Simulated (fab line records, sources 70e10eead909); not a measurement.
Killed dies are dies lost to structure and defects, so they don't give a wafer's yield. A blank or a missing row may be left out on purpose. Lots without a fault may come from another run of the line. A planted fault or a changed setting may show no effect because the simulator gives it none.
A struck lot beside a sound one | flow nand_harc | 15 steps out of a route of 1302
Sound: wafers L489.1, L489.2, L489.4. Struck: wafers L510.1, L510.2, L510.5. The cause comes at the end.
At each step with rows: each side's tool, then ch and its chambers, then its first start. Under that, the readings that differ: sound wafers | struck wafers | difference of the means | sigmas: that difference in standard deviations of wafers without a fault.
alike: readings whose means differ by less than 2 such deviations, and words and numbers that are the same on both sides. not compared: withheld readings, readings that some wafer has no value for, bounds like >300 that may hide the same value, and numbers for which the record gives no deviation and whose values overlap.
The two part at a step that has a row with sigmas, a row that says differs or no value, or rows on one side only. Numbers that don't overlap but have no deviation are shown without sigmas and don't part them. A reading that every wafer of one side lacks parts them only if that side has two wafers or more.

first, 1 step without rows for these wafers: NHARC_P_GATE_HARDBAKE_47 (time 80 s).
NHARC_P_GATE_DESCUM_48: chemistry O2, time 3 s.
  sound on rie_diel-10 ch 0,2,3, day 5 22:22; struck on rie_diel-05 ch 2,3, day 14 09:45
  reading                     | sound       | struck      | difference | sigmas
  drypump_motor_current_A (A) | 5.3 5.2 5.0 | 6.0 6.6 6.7 | +1.3       | +2
  alike: oes_product_au, rf_vpp_V, showerhead_plenum_p_Torr, throttle_valve_pct
  not compared: rf_hours_counter_h
then, 1 step without rows for these wafers: NHARC_P_GATE_IMPLANT_49.
NHARC_P_GATE_STRIP_111: strips in N2/H2, time 250 s.
  sound on plasma_asher-02 ch 0,1, day 5 22:43; struck on plasma_asher-02 ch 0,1, day 14 10:10
  alike: drypump_motor_current_A, heater_power_w
  not compared: rf_hours_counter_h
NHARC_P_GATE_STRIP_75: strips in O2.
  sound on plasma_asher-02 ch 0,1, day 5 23:01; struck on plasma_asher-02 ch 0,1, day 14 10:27
  alike: drypump_motor_current_A, heater_power_w
  not compared: rf_hours_counter_h
then, 7 steps without rows for these wafers: NHARC_P_GATE_STRIP_50 (strips in SPM, time 900 s); NHARC_P_GATE_DEHYDRATE_51 (time 120 s); NHARC_P_GATE_HMDS_52 (time 30 s); NHARC_P_GATE_COAT_53; NHARC_P_GATE_SOFTBAKE_54 (time 95 s); NHARC_P_GATE_EBR_55; NHARC_P_GATE_EXPOSE_56 (exposes mask P PSD, target cd 720 nm).
NHARC_P_GATE_PEB_57: peb time 85 s.
  sound on litho_track-05 ch 0, day 5 23:55; struck on litho_track-07 ch 0, day 14 11:17
  reading                  | sound                | struck               | difference | sigmas
  heater_power_total_W (W) | 163.68 164.45 163.63 | 172.02 173.52 172.89 | +8.89      | +33
  plate_temp_C (C)         | 118.02 118.02 118.04 | 122.92 123.10 122.93 | +4.96      | +38
then, 1 step without rows for these wafers: NHARC_P_GATE_DEVELOP_58 (time 70 s).
-- the record jumps here: 19 days lie between the struck wafers' starts before and after (it left off in module P_GATE and takes up again in module END, whose first step shown is number 1302 of the route) --
NHARC_END_SORT_01:
  sound on prober-01 ch 0, day 24 07:32; struck on prober-02 ch 0, day 33 04:44
  alike: killed_at_array, killed_at_other, killed_at_periphery, killed_dies, killed_open, killed_short

WHERE THEY PART
First at NHARC_P_GATE_DESCUM_48; last, within this record, at NHARC_P_GATE_PEB_57. Later steps at which nothing parts them and some readings are alike: NHARC_END_SORT_01.

WHY: what the simulator had put in
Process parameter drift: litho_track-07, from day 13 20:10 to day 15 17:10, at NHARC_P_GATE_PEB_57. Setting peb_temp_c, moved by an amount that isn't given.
